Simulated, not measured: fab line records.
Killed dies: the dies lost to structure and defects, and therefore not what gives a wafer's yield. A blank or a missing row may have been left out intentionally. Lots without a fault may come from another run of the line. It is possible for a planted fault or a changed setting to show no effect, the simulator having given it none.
Which tool is to blame? -- flow n5-finfet -- 33 wafers sampled from 11 lots at 1 step of a route of 1938

## WHAT THE GAUGES READ, wafer by wafer
N5_SPACER0_INSPECT_04: inspects for defects (darkfield).
lot,measured,on,raw-defect-count
L075,day 3 09:57,defect-inspect-02,149 162 128
L077,day 3 20:17,defect-inspect-02,159 171 204
L079,day 4 08:19,defect-inspect-02,135 108 179
L081,day 4 22:22,defect-inspect-01,113 161 148
L083,day 5 07:13,defect-inspect-01,125 136 113
L086,day 6 02:08,defect-inspect-02,106 183 159
L088,day 6 11:06,defect-inspect-02,108 158 151
L090,day 7 04:44,defect-inspect-01,73 106 160
L092,day 7 13:02,defect-inspect-02,110 131 133
L094,day 8 01:32,defect-inspect-01,124 144 96
L096,day 8 11:26,defect-inspect-01,119 141 170

## WHAT TOOL EACH LOT RAN ON (gives the tool, then ch and the chambers of the sampled wafers, and finally the start)
Before these readings, the record contains no process step.

## THE ANSWER, worked out from the rows above alone
Rule: the lots themselves supply what counts as usual. Put in order of their means at a reading, lots are off if they are a third of the lots or fewer, leave a main group of 4 or more, and stand apart from it by a gap of 3 or more times the standard deviation of the main group's means; of several such gaps the widest counts. A main group is skipped when, at the precision printed for the reading in the tables above, its means are all equal. Also off: a lot with no number at a reading for which 4 or more lots have one. Where the step has rows for the other lots, those lots are counted as sound.
Nothing can be told from this: no lot is off at any reading shown.

## WHAT THE SIMULATOR PUT IN
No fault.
